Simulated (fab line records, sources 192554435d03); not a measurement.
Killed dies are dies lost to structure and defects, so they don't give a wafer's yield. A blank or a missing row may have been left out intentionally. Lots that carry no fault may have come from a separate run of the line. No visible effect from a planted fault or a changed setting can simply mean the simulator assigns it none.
fab line records	flow n5_finfet
record lots=7	wafers=21
route steps=1938 shown WELL_APT@21 DUMMY_GATE@224 SDB@373 DUMMY_REMOVAL@377 HKMG_FIN@435 BEOL_M0_SAQP@634 BEOL_M0@726 BEOL_M1@800 BEOL_M2@857 BEOL_M3@981
start_h: hours from the record's first day to the start of the lot's first wafer shown	wait_h: hours from the lot's prior step to this one	" as in the row above	L1.1+2: several wafers, shown together as one row	- no value, or no start was given	* or withheld: withheld	< > ~ a bound
route shown NAME@n: a module of which the file shows steps, and the number in the route of the first	usual: the fault-free wafers' mean and standard deviation	same: alike in all rows	chamber/n: place in a boat	sites: each site's reading	_std_site: standard deviation of those values	_edge_site: the outer-site mean with the inner-site mean subtracted	radius_mm: how far each site lies from the wafer's centre	mask NAME#n: copy n	behind: the last tool/chamber to shape the wafer	hold: reason for holding the lot/hours on hold/outcome of the hold	device: transistor that didn't switch, given as n, p or np	end of line: tests run on the same wafers once the route is complete	a step given without rows: its recipe and nothing more	killed: not the wafer's yield, but the dies lost to structure and defects at the first sort	map: shows each die of a wafer: x if killed, . if not, _ if none is there
set.NAME: the setting as run; set.NAME@STEP: as run at that earlier step	model.NAME: the simulator's own value behind a step, which no gauge read
lots where settings were altered on purpose, with a table for each step and a row for each wafer
## steps
# step N5_WELL_APT_COAT_02
# recipe spin_rpm=1357	resist_thk_nm=950
lot.wafer	tool	chamber	start_h	wait_h	set.spin_rpm	model.coat_of_WELL_APT_COAT_02.thk_nm
L076.2	litho_track-03	0	-	-	1357	945.7
L076.5	"	0	"	"	1273	977
L076.6	"	0	"	"	1357	948.5
L077.1	litho_track-03	0	-	-	1357	948.5
L077.5	"	0	"	"	1357	949.2
L077.6	"	0	"	"	1357	952
L078.3	litho_track-02	0	-	-	1357	951.9
L078.4	"	0	"	"	1357	951.2
L078.5	"	0	"	"	1357	952.4
L086.3	litho_track-03	0	-	-	1357	950.9
L086.4	"	0	"	"	1357	950.6
L086.6	"	0	"	"	1208	1009
L087.3	litho_track-02	0	-	-	1357	949.5
L087.5	"	0	"	"	1357	948.4
L087.6	"	0	"	"	1357	948.8
L089.2	litho_track-03	0	-	-	1357	950
L089.4	"	0	"	"	1357	948.5
L089.6	"	0	"	"	1357	949.9
L096.2	litho_track-04	0	-	-	1357	953
L096.5	"	0	"	"	1243	991.6
L096.6	"	0	"	"	1243	995.5
# step N5_DUMMY_GATE_COAT_28
# recipe resist=underlayer	temp_c=205	time_s=60	spin_rpm=1500	resist_thk_nm=10
lot.wafer	tool	chamber	start_h	wait_h	set.spin_rpm	model.underlayer_of_DUMMY_GATE_COAT_28.thk_nm
L076.2	litho_track-05	0	-	-	1500	10
L076.5+6	"	0	"	"	1632	9.6
L077.1+6	litho_track-03	0	-	-	1500	10
L077.5	"	0	"	"	1609	9.6
L078.3+5	litho_track-05	0	-	-	1556	9.8
L078.4	"	0	"	"	1500	10
L086.3+4	litho_track-05	0	-	-	1500	10
L086.6	"	0	"	"	1591	9.6
L087.3+5+6	litho_track-01	0	-	-	1500	10
L089.2	litho_track-03	0	-	-	1500	10
L089.4+6	"	0	"	"	1430	10.2
L096.2	litho_track-01	0	-	-	1608	9.6
L096.5+6	"	0	"	"	1500	10
# step N5_DUMMY_GATE_COAT_09
# recipe resist=CAR-EUV	spin_rpm=1500	resist_thk_nm=30
lot.wafer	tool	chamber	start_h	wait_h	set.spin_rpm	model.CAR-EUV_of_DUMMY_GATE_COAT_09.thk_nm
L076.2	litho_track-05	0	-	-	1352	31.4
L076.5+6	"	0	"	"	1500	29.8
L077.1	litho_track-03	0	-	-	1580	29.2
L077.5+6	"	0	"	"	1500	30
L078.3+4	litho_track-05	0	-	-	1349	31.4
L078.5	"	0	"	"	1500	29.8
L086.3+4+6	litho_track-05	0	-	-	1500	30
L087.3+6	litho_track-01	0	-	-	1500	30.2
L087.5	"	0	"	"	1500	30
L089.2	litho_track-03	0	-	-	1500	30
L089.4+6	"	0	"	"	1610	29
L096.2+5+6	litho_track-01	0	-	-	1598	29
# step N5_DUMMY_GATE_EBR_11
# recipe solvent=PGMEA	ebr_width_mm=1.5
# step N5_DUMMY_GATE_SOFTBAKE_10
# recipe temp_c=110	time_s=60	resist=CAR-EUV
# step N5_DUMMY_GATE_DESCUM_20
# recipe chemistry=O2	time_s=6.2	source_power_w=50	bias_power_w=20	pressure_mtorr=20	rf_frequency_hz=2.712e+07	temp_c=40	resist=CAR-EUV	o2_flow_sccm=225
lot.wafer	tool	chamber	start_h	wait_h	set.spin_rpm@DUMMY_GATE_COAT_09	model.CAR-EUV_of_DUMMY_GATE_COAT_09.thk_nm
L076.2	rie_diel-01	1	67.04	0.0	1352	28
L076.5	"	0	"	"	1500	26.2
L076.6	"	1	"	"	1500	26.4
L077.1	rie_diel-06	0	73.44	0.0	1580	25.8
L077.5	"	2	"	"	1500	26.6
L077.6	"	1	"	"	1500	26.4
L078.3+4	rie_diel-05	2,0	77.34	0.0	1349	28
L078.5	"	0	"	"	1500	26.2
L086.3+6	rie_diel-06	0,2	120.79	0.0	1500	26.4
L086.4	"	2	"	"	1500	26.6
L087.3+5+6	rie_diel-01	1,1,0	125.19	0.0	1500	26.6
L089.2	rie_diel-05	2	137.55	0.0	1500	26.6
L089.4	"	0	"	"	1610	25.4
L089.6	"	0	"	"	1610	25.6
L096.2+6	rie_diel-05	1,0	181.30	0.0	1598	25.4
L096.5	"	1	"	"	1598	25.6
# step N5_DUMMY_GATE_ETCH_29
# recipe chemistry=N2/H2	target=underlayer	target_depth_a=130	ion_energy_ev=200	pressure_mtorr=30	source_w=840	bias_w=150	n2_flow_sccm=200	h2_flow_sccm=200
# step N5_DUMMY_GATE_ETCH_36
# recipe chemistry=CF4	target=SiARC	target_depth_a=130	pressure_mtorr=40	source_w=545	bias_w=36	Ar_flow_sccm=100	cf4_flow_sccm=100	ion_energy_ev=80
lot.wafer	tool	chamber	start_h	wait_h	set.spin_rpm@DUMMY_GATE_COAT_09	model.CAR-EUV_of_DUMMY_GATE_COAT_09.thk_nm
L076.2	rie_diel-01	1	67.14	0.0	1352	12.8
L076.5	"	0	"	"	1500	11
L076.6	"	1	"	"	1500	11.4
L077.1	rie_diel-06	0	73.54	0.0	1580	10.8
L077.5	"	2	"	"	1500	11.4
L077.6	"	1	"	"	1500	11
L078.3	rie_diel-05	2	77.45	0.0	1349	13.8
L078.4	"	0	"	"	1349	13.2
L078.5	"	0	"	"	1500	11.6
L086.3+4	rie_diel-06	0,2	120.90	0.0	1500	11.6
L086.6	"	2	"	"	1500	11.4
L087.3+5	rie_diel-01	1	125.30	0.0	1500	11.6
L087.6	"	0	"	"	1500	11.4
L089.2	rie_diel-05	2	137.66	0.0	1500	12.4
L089.4	"	0	"	"	1610	10.6
L089.6	"	0	"	"	1610	10.8
L096.2	rie_diel-05	1	181.41	0.0	1598	10.4
L096.5+6	"	1,0	"	"	1598	10.6
# step N5_SDB_ALD_29
# recipe material=SiNx	target_thk_a=300	temp_c=400	ald_precursor_family=SiH2I2	ald_co_reactant=N2/H2-plasma	pulse_time_s=1	ald_cycles=600	purge_time_s=2	co_reactant_purge_time_s=2	pressure_torr=2
lot.wafer	tool	chamber	start_h	wait_h	set.ald_cycles	model.SiNx_of_SDB_ALD_29.thk_nm
L076.2+5	ald_sin-03	3,1	88.87	0.8	568	28.2
L076.6	"	2	90.22	2.1	600	29.8
L077.1	ald_sin-03	3	94.65	0.0	600	30
L077.5	"	0	96.01	1.4	600	30.2
L077.6	"	1	"	"	506	25.4
L078.3	ald_sin-02	1	97.07	0.0	559	27.8
L078.4	"	2	"	"	600	29.8
L078.5	"	1	98.43	1.4	559	28
L086.3+4	ald_sin-03	1,2	140.62	0.0	600	30.2
L086.6	"	1	141.97	1.4	600	30
L087.3+6	ald_sin-03	0	147.63	0.0	600	30
L087.5	"	3	148.98	1.4	600	30.2
L089.2	ald_sin-02	1	157.61	0.0	553	27.6
L089.4+6	"	2	158.97	1.4	600	30
L096.2	ald_sin-04	3	203.12	0.0	526	26.2
L096.5	"	2	204.47	1.4	526	26.4
L096.6	"	1	"	"	600	30
# step N5_SDB_CMP_30
# recipe stop_on=poly-Si	t_overpolish_s=1.54	post_cmp_clean=alkaline_brush	down_force_psi=4.1491	platen_rpm=51.796	pad_velocity_m_s=1.0306	target_thk_nm=30
# step N5_DUMMY_REMOVAL_HM_STRIP_01
# recipe chemistry=CH3F/O2	material=SiNx	target_depth_a=40	stop_on=poly-Si	time_s=6.8	over_etch_frac=0.3	ion_energy_ev=60	power_w=410	bias_w=29	Ar_flow_sccm=150	CH3F_flow_sccm=30	O2_flow_sccm=20
# step N5_DUMMY_REMOVAL_STRIP_10
# recipe chemistry=N2/H2	time_s=40	power_w=100	temp_c=40	pressure_mtorr=100	rf_frequency_hz=6e+07	bias_power_w=3	n2_flow_sccm=300	h2_flow_sccm=300
# step N5_DUMMY_REMOVAL_PRECLEAN_07
# recipe chemistry=dHF	time_s=30	temp_c=25	dilution=withheld
lot.wafer	tool	chamber	start_h	wait_h	set.ald_cycles@SDB_ALD_29	model.SiNx_of_SDB_ALD_29.thk_nm
L076.2+5	wet_bench-05	1,4	92.09	0.1	568	27.6
L076.6	"	0	"	"	600	29
L077.1	wet_bench-02	1	97.92	0.1	600	29.2
L077.5	"	2	"	"	600	29.4
L077.6	"	0	"	"	506	24.8
L078.3	wet_bench-02	5	100.29	0.1	559	27
L078.4	"	1	"	"	600	29
L078.5	"	4	"	"	559	27.2
L086.3+4+6	wet_bench-05	2,6,7	143.83	0.1	600	29.4
L087.3+6	wet_bench-02	5,4	150.91	0.1	600	29.2
L087.5	"	0	"	"	600	29.4
L089.2	wet_bench-05	5	162.18	0.1	553	26.8
L089.4	"	3	"	"	600	29.4
L089.6	"	4	"	"	600	29.2
L096.2+5	wet_bench-01	7,4	206.33	0.1	526	25.6
L096.6	"	6	"	"	600	29.2
# step N5_HKMG_FIN_ETCH_32
# recipe chemistry=N2/H2	target=SOC	target_depth_a=2400	temp_c=40	time_s=300	ion_energy_ev=200	mask_material=SiARC	pressure_mtorr=30	source_w=840	bias_w=150	n2_flow_sccm=200	h2_flow_sccm=200
# usual rf_vpp_V=524.5/2.5
lot.wafer	tool	chamber	start_h	wait_h	set.bias_w	rf_vpp_V
L076.2	rie_diel-02	1	97.13	0.0	142.3	505.4
L076.5	"	0	"	"	142.3	508.0
L076.6	"	3	"	"	150	522.3
L077.1	rie_diel-04	2	103.05	0.0	150	519.4
L077.5	"	3	"	"	150	525.9
L077.6	"	1	"	"	150	523.9
L078.3	rie_diel-03	0	105.78	0.0	124	463.9
L078.4	"	3	"	"	150	519.7
L078.5	"	2	"	"	150	521.3
L086.3	rie_diel-02	1	150.10	0.0	150	522.1
L086.4	"	0	"	"	150	524.7
L086.6	"	2	"	"	150	528.2
L087.3	rie_diel-02	1	156.48	0.0	150	522.3
L087.5	"	0	"	"	150	525.2
L087.6	"	2	"	"	150	528.8
L089.2	rie_diel-04	2	167.86	0.0	150	528.0
L089.4	"	0	"	"	150	527.9
L089.6	"	3	"	"	150	524.1
L096.2	rie_diel-04	1	211.17	0.0	150	523.9
L096.5	"	0	"	"	150	526.5
L096.6	"	3	"	"	150	524.6
# step N5_BEOL_M0_SAQP_HM_DEP_02
# recipe material=TiN	target_thk_a=120	temp_c=25	chamber_pressure_pa=0.49996
lot.wafer	tool	chamber	start_h	wait_h	set.target_thk_a	model.TiN_of_BEOL_M0_SAQP_HM_DEP_02.thk_nm
L076.2	pvd_sputter-01	-	131.33	4.7	120	12
L076.5+6	"	-	"	"	120	11.8
L077.1+6	pvd_sputter-02	-	134.58	1.5	120	12
L077.5	"	-	"	"	120	12.4
L078.3	pvd_sputter-01	-	138.29	2.2	120	12
L078.4	"	-	"	"	105.6	10.6
L078.5	"	-	"	"	105.6	10.4
L086.3	pvd_sputter-03	-	184.96	2.0	110.8	11.4
L086.4	"	-	"	"	120	12
L086.6	"	-	"	"	120	12.2
L087.3+5	pvd_sputter-02	-	186.39	0.4	120	12
L087.6	"	-	"	"	120	11.8
L089.2	pvd_sputter-03	-	197.67	0.3	120	12.2
L089.4	"	-	"	"	130.6	13.2
L089.6	"	-	"	"	120	12
L096.2	pvd_sputter-02	-	242.60	0.7	120	12
L096.5	"	-	"	"	109.2	10.8
L096.6	"	-	"	"	109.2	11
# step N5_BEOL_M0_SAQP_COAT_08
# recipe resist=CAR-ArF	spin_rpm=1500	resist_thk_nm=90
lot.wafer	tool	chamber	start_h	wait_h	set.spin_rpm	model.CAR-ArF_of_BEOL_M0_SAQP_COAT_08.thk_nm
L076.2+6	litho_track-05	0	-	-	1669	85
L076.5	"	0	"	"	1500	89.8
L077.1	litho_track-05	0	-	-	1332	95.2
L077.5	"	0	"	"	1332	95.6
L077.6	"	0	"	"	1500	89.8
L078.3	litho_track-05	0	-	-	1500	90.2
L078.4	"	0	"	"	1413	92.6
L078.5	"	0	"	"	1413	93
L086.3	litho_track-05	0	-	-	1500	89.8
L086.4	"	0	"	"	1347	95
L086.6	"	0	"	"	1347	94.8
L087.3+6	litho_track-05	0	-	-	1500	89.6
L087.5	"	0	"	"	1500	89.2
L089.2+6	litho_track-04	0	-	-	1500	90
L089.4	"	0	"	"	1347	95.4
L096.2	litho_track-05	0	-	-	1500	90
L096.5	"	0	"	"	1657	85.6
L096.6	"	0	"	"	1657	85.4
# step N5_BEOL_M0_SAQP_EBR_10
# recipe solvent=PGMEA	ebr_width_mm=1.5
# step N5_BEOL_M0_SAQP_SOFTBAKE_09
# recipe temp_c=110	time_s=60	resist=CAR-ArF
# step N5_BEOL_M0_SAQP_EXPOSE_11
# recipe mask_id=M0_CORE	na=1.35	source_shape=dipole	sigma_inner=0.538	sigma_outer=0.738	polarization=te	target_cd_nm=42	dose_mj=55
# step N5_BEOL_M0_SAQP_PEB_12
# recipe peb_temp_c=withheld	peb_time_s=60	resist=CAR-ArF
# step N5_BEOL_M0_SAQP_DEVELOP_13
# recipe develop_time_s=30	developer=TMAH	resist=CAR-ArF	dev_temp_c=23	rinse_liquid=diw	dry=air_spin
lot.wafer	tool	chamber	start_h	wait_h	set.spin_rpm@BEOL_M0_SAQP_COAT_08	model.CAR-ArF_of_BEOL_M0_SAQP_COAT_08.thk_nm
L076.2	litho_track-04	0	-	-	1669	83.4
L076.5	"	0	"	"	1500	88.2
L076.6	"	0	"	"	1669	83.2
L077.1	litho_track-05	0	-	-	1332	93.6
L077.5	"	0	"	"	1332	94
L077.6	"	0	"	"	1500	88.2
L078.3	litho_track-01	0	-	-	1500	88.4
L078.4	"	0	"	"	1413	91
L078.5	"	0	"	"	1413	91.2
L086.3	litho_track-01	0	-	-	1500	88
L086.4+6	"	0	"	"	1347	93.2
L087.3+6	litho_track-04	0	-	-	1500	87.8
L087.5	"	0	"	"	1500	87.6
L089.2+6	litho_track-04	0	-	-	1500	88.2
L089.4	"	0	"	"	1347	93.6
L096.2	litho_track-05	0	-	-	1500	88.2
L096.5	"	0	"	"	1657	83.8
L096.6	"	0	"	"	1657	83.6
# step N5_BEOL_M0_ETCH_109
# recipe chemistry=CH3F/O2	target_depth_a=80	overetch_a=24	target=SiCN	time_s=27.4	ion_energy_ev=120	pressure_mtorr=30	source_w=395	bias_w=75	Ar_flow_sccm=150	CH3F_flow_sccm=30	O2_flow_sccm=20
# usual rf_vpp_V=297.6/1.5
lot.wafer	tool	chamber	start_h	wait_h	set.bias_w	rf_vpp_V
L076.2	rie_diel-04	3	142.54	0.0	78.9	307.9
L076.5	"	0	"	"	78.9	308.3
L076.6	"	3	"	"	75	299.1
L077.1	rie_diel-03	2	147.13	1.1	75	295.1
L077.5	"	1	"	"	75	297.2
L077.6	"	0	"	"	75	297.2
L078.3	rie_diel-03	0	149.12	0.0	75	296.5
L078.4	"	1	"	"	75	296.8
L078.5	"	0	"	"	84.64	321.7
L086.3	rie_diel-03	3	203.27	0.1	75	300.7
L086.4	"	1	"	"	75	294.8
L086.6	"	2	"	"	75	295.2
L087.3	rie_diel-03	3	205.11	0.1	75	299.8
L087.5	"	2	"	"	75	295.8
L087.6	"	1	"	"	75	296.9
L089.2	rie_diel-04	1	211.00	0.4	68.45	279.5
L089.4	"	3	"	"	68.45	281.2
L089.6	"	3	"	"	75	299.2
L096.2	rie_diel-04	1	252.45	0.1	64.43	270.9
L096.5	"	1	"	"	64.43	271.0
L096.6	"	0	"	"	75	298.9
# step N5_BEOL_M1_TRENCH_ETCH_37
# recipe chemistry=C4F6/O2	target_depth_a=552.07	target=SiOC	time_s=29	ion_energy_ev=250	pressure_mtorr=30	source_w=355	bias_w=185	Ar_flow_sccm=300	C4F6_flow_sccm=10	O2_flow_sccm=10
# usual rf_vpp_V=659/13
lot.wafer	tool	chamber	start_h	wait_h	set.bias_w	rf_vpp_V
L076.2	rie_diel-01	0	-	-	215	742
L076.5	"	2	"	"	215	740
L076.6	"	0	"	"	185	659
L077.1	rie_diel-01	1	-	-	202.3	730
L077.5	"	2	"	"	202.3	704
L077.6	"	1	"	"	185	680
L078.3	rie_diel-01	0	-	-	185	658
L078.4	"	2	"	"	200.3	697
L078.5	"	2	"	"	185	656
L086.3	rie_diel-01	3	-	-	185	641
L086.4	"	0	"	"	185	658
L086.6	"	0	"	"	185	660
L087.3	rie_diel-05	3	-	-	185	667
L087.5	"	0	"	"	185	652
L087.6	"	3	"	"	185	666
L089.2	rie_diel-01	0	-	-	200.6	702
L089.4	"	3	"	"	185	641
L089.6	"	0	"	"	185	659
L096.2	rie_diel-01	0	-	-	193.6	682
L096.5	"	1	"	"	193.6	704
L096.6	"	2	"	"	185	654
# step N5_BEOL_M2_DESCUM_16
# recipe chemistry=O2	time_s=7	source_power_w=50	bias_power_w=20	pressure_mtorr=20	rf_frequency_hz=2.712e+07	temp_c=40	resist=CAR-EUV	o2_flow_sccm=225
lot.wafer	tool	chamber	start_h	wait_h	set.time_s	model.CAR-EUV_of_BEOL_M2_COAT_05.thk_nm
L076.2+6	rie_diel-02	3,2	164.73	0.0	7	26
L076.5	"	3	"	"	5.797	26.6
L077.1+5	rie_diel-04	0,3	171.97	0.0	7	26
L077.6	"	0	"	"	7	25.8
L078.3+4	rie_diel-04	1,2	178.53	0.0	8.52	25.2
L078.5	"	1	"	"	7	26
L086.3+6	rie_diel-03	1,0	221.17	0.0	7	26.2
L086.4	"	2	"	"	7	26
L087.3+5	rie_diel-03	2,3	224.17	0.0	7	26.2
L087.6	"	2	"	"	7	26
L089.2	rie_diel-04	3	235.27	0.3	7	26.2
L089.4	"	0	"	"	7	26
L089.6	"	3	"	"	6.436	26.4
L096.2	rie_diel-03	2	272.50	0.0	7	26
L096.5+6	"	3,0	"	"	7	26.2
# step N5_BEOL_M3_ETCH_41
# recipe chemistry=CH3F/O2	target=SiCN	target_depth_a=299	taper_deg=2	time_s=52.5	ion_energy_ev=120	mask_material=TiN	pressure_mtorr=30	source_w=395	bias_w=75	Ar_flow_sccm=150	CH3F_flow_sccm=30	O2_flow_sccm=20
lot.wafer	tool	chamber	start_h	wait_h	set.target_depth_a	model.etch.depth_nm
L077.1	rie_diel-06	3	-	-	299	19.36
L077.5	"	1	"	"	299	20.03
L077.6	"	0	"	"	323.2	21.28
L078.3	rie_diel-06	1	-	-	299	19.97
L078.4	"	3	"	"	299	19.34
L078.5	"	0	"	"	299	19.57
L076.2	rie_diel-06	1	-	-	287.6	19.25
L076.5	"	1	"	"	287.6	19.16
L076.6	"	0	"	"	299	19.85
L086.3	rie_diel-01	3	-	-	299	20.13
L086.4	"	2	"	"	299	19.97
L086.6	"	2	"	"	269.2	17.77
L087.3	rie_diel-05	3	-	-	299	20.35
L087.5	"	3	"	"	299	20.36
L087.6	"	0	"	"	299	19.24
L089.2	rie_diel-05	3	-	-	299	20.58
L089.4	"	2	"	"	299	19.71
L089.6	"	2	"	"	299	19.86
L096.2	rie_diel-01	3	-	-	299	20.38
L096.5	"	1	"	"	299	19.81
L096.6	"	0	"	"	299	19.8
## key
split step=N5_WELL_APT_COAT_02	setting=spin_rpm	stated=1357	by=wafer
response step=N5_WELL_APT_COAT_02	reading=model.coat_of_WELL_APT_COAT_02.thk_nm	change=-5.07	per=1%	r=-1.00
split step=N5_DUMMY_GATE_COAT_28	setting=spin_rpm	stated=1500	by=wafer
response step=N5_DUMMY_GATE_COAT_28	reading=model.underlayer_of_DUMMY_GATE_COAT_28.thk_nm	change=-0.0527	per=1%	r=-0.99
split step=N5_DUMMY_GATE_COAT_09	setting=spin_rpm	stated=1500	by=wafer
response step=N5_DUMMY_GATE_COAT_09	reading=model.CAR-EUV_of_DUMMY_GATE_COAT_09.thk_nm	change=-0.155	per=1%	r=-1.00
response step=N5_DUMMY_GATE_DESCUM_20	reading=model.CAR-EUV_of_DUMMY_GATE_COAT_09.thk_nm	change=-0.166	per=1%	r=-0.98
response step=N5_DUMMY_GATE_ETCH_36	reading=model.CAR-EUV_of_DUMMY_GATE_COAT_09.thk_nm	change=-0.176	per=1%	r=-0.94
split step=N5_SDB_ALD_29	setting=ald_cycles	stated=600	by=wafer
response step=N5_SDB_ALD_29	reading=model.SiNx_of_SDB_ALD_29.thk_nm	change=+0.299	per=1%	r=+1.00
response step=N5_DUMMY_REMOVAL_PRECLEAN_07	reading=model.SiNx_of_SDB_ALD_29.thk_nm	change=+0.29	per=1%	r=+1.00
split step=N5_HKMG_FIN_ETCH_32	setting=bias_w	stated=150	by=wafer
response step=N5_HKMG_FIN_ETCH_32	reading=rf_vpp_V	change=+3.25	per=1%	r=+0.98
split step=N5_BEOL_M0_SAQP_HM_DEP_02	setting=target_thk_a	stated=120	by=wafer
response step=N5_BEOL_M0_SAQP_HM_DEP_02	reading=model.TiN_of_BEOL_M0_SAQP_HM_DEP_02.thk_nm	change=+0.119	per=1%	r=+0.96
split step=N5_BEOL_M0_SAQP_COAT_08	setting=spin_rpm	stated=1500	by=wafer
response step=N5_BEOL_M0_SAQP_COAT_08	reading=model.CAR-ArF_of_BEOL_M0_SAQP_COAT_08.thk_nm	change=-0.474	per=1%	r=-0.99
response step=N5_BEOL_M0_SAQP_DEVELOP_13	reading=model.CAR-ArF_of_BEOL_M0_SAQP_COAT_08.thk_nm	change=-0.478	per=1%	r=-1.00
split step=N5_BEOL_M0_ETCH_109	setting=bias_w	stated=75	by=wafer
response step=N5_BEOL_M0_ETCH_109	reading=rf_vpp_V	change=+1.99	per=1%	r=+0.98
split step=N5_BEOL_M1_TRENCH_ETCH_37	setting=bias_w	stated=185	by=wafer
response step=N5_BEOL_M1_TRENCH_ETCH_37	reading=rf_vpp_V	change=+5.12	per=1%	r=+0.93
split step=N5_BEOL_M2_DESCUM_16	setting=time_s	stated=7	by=wafer
response step=N5_BEOL_M2_DESCUM_16	reading=model.CAR-EUV_of_BEOL_M2_COAT_05.thk_nm	change=-0.0362	per=1%	r=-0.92
split step=N5_BEOL_M3_ETCH_41	setting=target_depth_a	stated=299	by=wafer
response step=N5_BEOL_M3_ETCH_41	reading=model.etch.depth_nm	change=+0.212	per=1%	r=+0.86
